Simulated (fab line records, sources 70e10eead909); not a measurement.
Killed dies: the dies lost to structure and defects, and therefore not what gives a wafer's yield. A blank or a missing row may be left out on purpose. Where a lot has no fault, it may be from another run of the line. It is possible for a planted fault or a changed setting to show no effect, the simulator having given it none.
What tool caused it?    flow nand_harc    72 wafers from 24 lots sampled at 2 of the route's 1159 steps

WHAT EACH GAUGE READ, for each wafer
NHARC_A_BLC_CD_MEAS_19. Usual: cd_nm 100.9 nm, standard deviation 2.7.
lot   measured      on         cd_nm (nm)         flag
L076  day 17 12:53  cd_sem-02  101.9 104.5 104.6  
L074  day 17 13:40  cd_sem-03  103.7 100.8 99.9   
L075  day 17 18:41  cd_sem-01  99.0 101.0 100.0   
L078  day 17 22:21  cd_sem-02  102.2 102.9 99.5   
L079  day 18 06:04  cd_sem-01  97.8 107.1 104.1   
L077  day 18 06:29  cd_sem-01  104.8 100.1 106.1  
L080  day 19 11:50  cd_sem-02  97.1 102.4 99.5    
L082  day 19 12:35  cd_sem-03  100.6 104.5 100.0  
L084  day 19 18:26  cd_sem-02  96.9 103.7 98.9    
L083  day 19 18:38  cd_sem-01  103.3 102.0 101.0  
L081  day 19 19:05  cd_sem-03  96.7 101.8 98.5    
L087  day 20 11:34  cd_sem-01  97.0 100.4 101.3   
L085  day 20 10:38  cd_sem-01  98.4 98.5 99.1     
L086  day 20 14:38  cd_sem-03  101.5 96.0 99.2    
L089  day 20 18:34  cd_sem-01  97.4 98.6 102.1    
L088  day 20 21:07  cd_sem-01  98.8 101.3 98.8    
L090  day 21 19:11  cd_sem-01  100.9 100.1 101.3  
L091  day 21 18:32  cd_sem-01  101.5 102.5 104.8  
L094  day 22 03:30  cd_sem-01  100.0 99.6 99.9    
L095  day 22 17:31  cd_sem-02  103.2 97.3 105.3   
L092  day 22 21:02  cd_sem-02  100.8 104.7 105.7  
L093  day 23 07:10  cd_sem-01  101.5 104.2 99.7   
L096  day 23 12:34  cd_sem-02  100.0 105.5 104.2  
L097  day 23 15:28  cd_sem-03  100.3 103.5 99.9   

EACH LOT AND THE TOOL THAT RAN IT (in order: tool; ch and the chambers of the sampled wafers; start)
lot   NHARC_A_CONTACT_ETCH_98
L076  rie_diel-13 ch 0,2, day 17 12:53 or earlier
L074  rie_diel-13 ch 0,1,2, day 17 13:40 or earlier
L075  rie_diel-13 ch 0,2,3, day 17 18:41 or earlier
L078  rie_diel-13 ch 0,2,3, day 17 22:21 or earlier
L079  rie_diel-11 ch 0,1,3, day 18 06:04 or earlier
L077  rie_diel-11 ch 1,2,3, day 18 06:29 or earlier
L080  rie_diel-11 ch 0,1,2, day 19 11:50 or earlier
L082  rie_diel-07 ch 0,1, day 19 12:35 or earlier
L084  rie_diel-13 ch 0,1,3, day 19 18:26 or earlier
L083  rie_diel-07 ch 0,1,3, day 19 13:20
L081  rie_diel-07 ch 0,1,3, day 19 14:53
L087  rie_diel-07 ch 0,1,3, day 20 03:08
L085  rie_diel-07 ch 0,3, day 20 03:30
L086  rie_diel-13 ch 0,1,3, day 20 14:38 or earlier
L089  rie_diel-13 ch 1,2, day 20 18:34 or earlier
L088  rie_diel-13 ch 1,2,3, day 20 21:07 or earlier
L090  rie_diel-07 ch 0,1,2, day 21 19:11 or earlier
L091  rie_diel-13 ch 0,3, day 21 18:32 or earlier
L094  rie_diel-13 ch 0,1,2, day 22 03:30 or earlier
L095  rie_diel-07 ch 1,2,3, day 22 17:31 or earlier
L092  rie_diel-07 ch 0,1,2, day 22 21:02 or earlier
L093  rie_diel-07 ch 1,2, day 23 07:10 or earlier
L096  rie_diel-13 ch 0,3, day 23 12:34 or earlier
L097  rie_diel-11 ch 0,2,3, day 23 15:28 or earlier
- NHARC_A_CONTACT_ETCH_98: etches the open film in C4F6/O2, target depth 20 nm, time 10 s.

AS READ BY THE TOOLS THEMSELVES (means over the sampled wafers that have a number; for cases with no such wafer, the mark the record gives instead)
NHARC_A_CONTACT_ETCH_98. Usual: drypump_motor_current_A 5.8 A, standard deviation 0.56; o2_flow_sccm 20.00 sccm, standard deviation 0.053; oes_product_au 0.970 a.u., standard deviation 0.022; rf_vpp_V 547 V, standard deviation 3.1; showerhead_plenum_p_Torr 3.94 Torr, standard deviation 0.15; throttle_valve_pct 26.903 %, standard deviation 0.0093.
lot   tool         drypump_motor_current_A (A)  o2_flow_sccm (sccm)  oes_product_au (a.u.)  rf_vpp_V (V)  showerhead_plenum_p_Torr (Torr)  throttle_valve_pct (%)  flag
L076  rie_diel-13  5.9                          19.99                0.981                  544           3.80                             26.907                  
L074  rie_diel-13  5.6                          20.02                0.983                  545           3.88                             26.901                  
L075  rie_diel-13  6.0                          20.01                0.965                  546           3.90                             26.907                  
L078  rie_diel-13  5.9                          20.05                0.962                  547           3.90                             26.899                  
L079  rie_diel-11  6.0                          20.02                0.950                  550           4.00                             26.900                  
L077  rie_diel-11  5.9                          20.01                0.964                  550           4.09                             26.889                  
L080  rie_diel-11  5.6                          20.02                0.996                  549           4.07                             26.906                  
L082  rie_diel-07  5.4                          20.03                1.000                  544           3.78                             26.905                  
L084  rie_diel-13  5.7                          19.97                0.963                  548           3.98                             26.906                  
L083  rie_diel-07  5.7                          20.00                0.954                  546           3.90                             26.910                  
L081  rie_diel-07  5.7                          19.97                0.943                  547           3.90                             26.897                  
L087  rie_diel-07  5.7                          20.03                0.995                  546           3.90                             26.912                  
L085  rie_diel-07  6.4                          20.02                1.009                  547           3.89                             26.904                  
L086  rie_diel-13  5.7                          20.03                0.971                  548           3.98                             26.911                  
L089  rie_diel-13  5.5                          19.99                0.996                  546           3.89                             26.905                  
L088  rie_diel-13  5.8                          19.97                0.964                  548           3.92                             26.903                  
L090  rie_diel-07  5.8                          19.98                0.964                  547           3.86                             26.904                  
L091  rie_diel-13  6.0                          20.02                0.978                  548           4.00                             26.913                  
L094  rie_diel-13  5.6                          19.99                0.947                  545           3.87                             26.892                  
L095  rie_diel-07  5.4                          20.01                0.963                  548           3.99                             26.903                  
L092  rie_diel-07  5.8                          19.97                0.947                  545           3.86                             26.896                  
L093  rie_diel-07  5.2                          19.96                0.949                  545           3.86                             26.896                  
L096  rie_diel-13  6.0                          20.03                1.003                  548           4.00                             26.918                  
L097  rie_diel-11  6.0                          19.97                0.952                  549           4.02                             26.902                  

THE ANSWER, worked out from the rows above alone
Rule: a lot is off if the mean of its wafers that have a number lies more than 3 standard deviations from the usual mean. Also off: a lot with no number at a reading for which 4 or more lots have one. The other lots that the step has rows for count as sound. First the gauges in route order, then the tools' own readings, where a lot's mean is used as printed above. At the first step where some lot is off, the reading lying furthest off is the one used; lots without a number count as furthest.
No lot is off on any of the readings shown, so nothing can be concluded from this.

WHAT THE SIMULATOR HAD PUT IN
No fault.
